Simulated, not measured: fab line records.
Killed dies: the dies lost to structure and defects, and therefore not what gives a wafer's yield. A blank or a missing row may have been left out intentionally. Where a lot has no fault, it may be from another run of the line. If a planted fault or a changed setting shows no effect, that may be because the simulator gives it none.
A sampling plan put to the test ; flow n5 finfet ; 5 faults told of in these records, all on one fab line, each judged by the records of the lots it struck
The plan is the line's own looks: the steps of the route at which a gauge or an inspection reads the wafer and doesn't change it. A look is open to judgement when struck wafers have a number at it and the file gives its usual mean and standard deviation on fault-free wafers. Caught: a look later than the fault's first step finds the struck wafers' mean 4 or more of those standard deviations (sigma) from the usual mean. On the tool: the fault's steps, tested the same way using the tool's own readings. Caught also covers a different recipe on the struck wafers, or a record left blank for those wafers only.

== THE FAULTS, as the simulator had put them in ==
1. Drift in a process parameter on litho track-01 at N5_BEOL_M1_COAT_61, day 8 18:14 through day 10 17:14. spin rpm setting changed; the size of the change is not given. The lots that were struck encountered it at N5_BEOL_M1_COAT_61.
2. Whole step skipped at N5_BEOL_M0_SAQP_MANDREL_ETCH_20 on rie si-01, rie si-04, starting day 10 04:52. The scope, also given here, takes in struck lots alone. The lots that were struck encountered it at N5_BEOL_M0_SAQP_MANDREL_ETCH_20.
3. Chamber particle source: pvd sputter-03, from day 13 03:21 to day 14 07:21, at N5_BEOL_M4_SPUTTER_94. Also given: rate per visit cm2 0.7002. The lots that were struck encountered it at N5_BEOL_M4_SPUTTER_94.
4. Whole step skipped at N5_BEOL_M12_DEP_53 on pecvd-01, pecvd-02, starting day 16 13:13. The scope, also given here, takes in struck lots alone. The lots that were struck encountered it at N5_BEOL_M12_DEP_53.
5. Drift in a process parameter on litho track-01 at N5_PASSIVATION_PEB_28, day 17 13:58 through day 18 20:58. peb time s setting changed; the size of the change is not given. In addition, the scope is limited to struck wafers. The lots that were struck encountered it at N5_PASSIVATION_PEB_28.

== WHAT THE PLAN SAW ==
fault;on the tool itself;first look that catches it;reading, sigma;median hours from its first step to that look;hours from the fault's start to the first struck lot there;judged looks passed uncaught
1;spin speed rpm +99 or beyond sigma;not the one look that can be judged after it;-;-;-;1
2;the tool's record is blank for the struck wafers;no look after it can be judged;-;-;-;0
3;under 2 sigma;no look after it can be judged;-;-;-;0
4;the tool's record is blank for the struck wafers;no look after it can be judged;-;-;-;0
5;no reading that can be judged;N5_PASSIVATION_CD_MEAS_30;cd nm -6.1;0.1;7;0
A dash: the fault isn't caught, or these records don't give the number.

Caught at a look: 1 of 5. Caught on the tool: 3 of 5. By one or the other: 4 of 5.
Faults 1, 2, 4 were caught on the tool alone.
Caught at a look alone: fault 5.
Caught by neither: fault 3.

== THINNER SAMPLING ==
In the worst case, this is how late the first struck lot would be measured if the look that catches a fault measured only every second or every third lot, by lot number:
fault;struck lots at that look, in order of time;every lot;every second lot;every third lot
5;L554, L556, L555;7 h;10 h;10 h
Hours are from the fault's start to the first struck lot that is measured. Since the struck wafers were tested as one group against 4 sigma, a single lot by itself may lie under the limit. Other struck lots may not be in these records.

== THE LONGEST TIMED WAY FROM STEP TO LOOK ==
For fault 5, N5_PASSIVATION_PEB_28 and N5_PASSIVATION_CD_MEAS_30 are separated by a median of 0.1 hours. No look between them can be judged.
